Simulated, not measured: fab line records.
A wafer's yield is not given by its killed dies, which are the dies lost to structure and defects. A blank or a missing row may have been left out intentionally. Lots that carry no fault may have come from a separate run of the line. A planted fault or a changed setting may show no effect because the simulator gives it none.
Struck lot and sound lot, side by side || flow n5-finfet || 17 steps out of a route of 1938
Sound: these wafers, L403.2, L403.5, L403.6. Wafers struck: L410.1, L410.4, L410.6. Last of all comes the cause.
At each step with rows: each side's tool, then ch and its chambers, then its first start. Under that, the readings that differ: sound wafers || struck wafers || difference of the means || sigmas: that difference in standard deviations of wafers without a fault.
alike: a reading whose means differ by less than 2 such deviations, as well as words and numbers matching on both sides. not compared: withheld readings; readings where some wafer has no value; bounds like >300 that might hide an equal value; numbers whose values overlap and for which the record gives no deviation.
The two part at a step that has a row with sigmas, a row that says differs or no value, or rows on one side only. Non-overlapping numbers with no deviation appear without sigmas and do not part them. Lack of a reading on every wafer of one side parts them only where that side has two or more wafers.

first, 11 steps without rows for these wafers: N5_DUMMY_GATE_ETCH_36 (etches SiARC in CF4, target depth 13 nm); N5_DUMMY_GATE_ETCH_37 (etches SOC in N2/H2, target depth 60 nm, overetch 30 nm); N5_DUMMY_GATE_STRIP_38 (strips in N2/H2); N5_DUMMY_GATE_STRIP_39 (strips in N2/H2); N5_DUMMY_GATE_TRIM_49 (chemistry O2, time 29 s, target cd 14 nm); N5_DUMMY_GATE_STRIP_40 (strips in CF4); N5_DUMMY_GATE_ETCH_31 (etches SiO2 in C4F6/O2, target depth 82.5 nm, time 27.5 s); N5_DUMMY_GATE_STRIP_41 (strips in O2); N5_DUMMY_GATE_HM_OPEN_21 (chemistry CH3F/O2, target SiNx, target depth 120 nm, time 171.4 s); N5_DUMMY_GATE_ETCH_32 (etches SiO2 in CF4, target depth 3.5 nm, time 3.9 s); N5_DUMMY_GATE_ETCH_23 (etches poly-Si in HBr/Cl2/O2, target depth 41 nm, time 22.3 s).
N5_DUMMY_GATE_ETCH_44: etches poly-Si in HBr/O2, stops on SiO2, target depth 127.5 nm.
  sound on rie-si-04 ch 0,1,2, day 4 12:10; struck on rie-si-04 ch 1,2,3, day 6 06:42
  no value came back on the struck wafers for any of 5 readings (HBr_flow_sccm (sccm), O2_flow_sccm (sccm) and others); on the sound wafers HBr_flow_sccm (sccm) reads 119.1 120.3 119.3
{"reading": "model.DUMMY_GATE.cd-nm (nm)", "sound": "14.8 15 15.2", "struck": "13.8 14 13.6", "difference": -1.2, "sigmas": ""}
  not compared: rf-hours-counter-h
N5_DUMMY_GATE_CD_MEAS_24: target cd 15 nm.
  sound on cd-sem-01 at day 4 12:17; struck on cd-sem-01 at day 6 06:49
{"reading": "cd-nm (nm)", "sound": "14.9 15.3 15.4", "struck": "14.0 14.2 13.8", "difference": -1.2, "sigmas": -4}
N5_DUMMY_GATE_ETCH_42: etches SiO2 in CHF3/O2, target depth 3.5 nm, time 31 s.
  sound on rie-diel-02 ch 0,3, day 4 12:20; struck on rie-diel-02 ch 0,2,3, day 6 06:52
{"reading": "model.DUMMY_GATE.cd-nm (nm)", "sound": "14.8 15 15.2", "struck": "13.8 14 13.6", "difference": -1.2, "sigmas": ""}
  alike: CHF3_flow_sccm, O2_flow_sccm, drypump-motor-current-A, oes_ar_750_au, oes-product-au, rf-vpp-V, showerhead-plenum-p-Torr, throttle-valve-pct
  not compared: rf-hours-counter-h
then, 1 step without rows for these wafers: N5_DUMMY_GATE_STRIP_48 (strips in N2/H2, time 20 s).
N5_BEOL_M4_RC_MEAS_101:
  the record has rows for the sound wafers here (prober-01 ch 0, day 9 07:14) and none for the struck ones
-- record jumps: 10 days separate the struck wafers' starts on either side; left off in module BEOL_M4, taken up again in module PASSIVATION, whose first shown step is the route's number 1936 --
N5_PASSIVATION_PROBE_49:
  sound on prober-01 at day 13 22:50; struck on prober-01 at day 16 09:57
{"reading": "defect-limited-yield (%)", "sound": 87.8, "struck": "0 0 0", "difference": -88, "sigmas": -55}
{"reading": "killed_at_M0_to_M3", "sound": 57, "struck": "26 21 28", "difference": -32, "sigmas": -3}
{"reading": "killed-at-front-end", "sound": 62, "struck": "1114 1136 1129", "difference": "+1064", "sigmas": "+82"}
{"reading": "killed-dies", "sound": 144, "struck": "1180 1180 1180", "difference": "+1036", "sigmas": "+55"}
{"reading": "killed-on-rim", "sound": 20, "struck": "152 152 152", "difference": "+132", "sigmas": "+31"}
{"reading": "killed-open", "sound": 103, "struck": "64 47 70", "difference": -43, "sigmas": -3}
{"reading": "sort_bin_5_function (%)", "sound": 7.9, "struck": "95.7 97.1 97.3", "difference": "+88.8", "sigmas": "+81"}
{"reading": "sort-n-pass", "sound": 1036, "struck": "0 0 0", "difference": -1036, "sigmas": -55}
{"reading": "sort-yield-pct (%)", "sound": 87.8, "struck": "0 0 0", "difference": -88, "sigmas": -55}
  alike: killed_at_M4_up, killed-at-contacts, killed-at-other, killed-short, sort_bin_6_memory

WHERE THEY PART
First at N5_DUMMY_GATE_ETCH_44; last, within this record, at N5_PASSIVATION_PROBE_49.

WHY: the cause the simulator had injected
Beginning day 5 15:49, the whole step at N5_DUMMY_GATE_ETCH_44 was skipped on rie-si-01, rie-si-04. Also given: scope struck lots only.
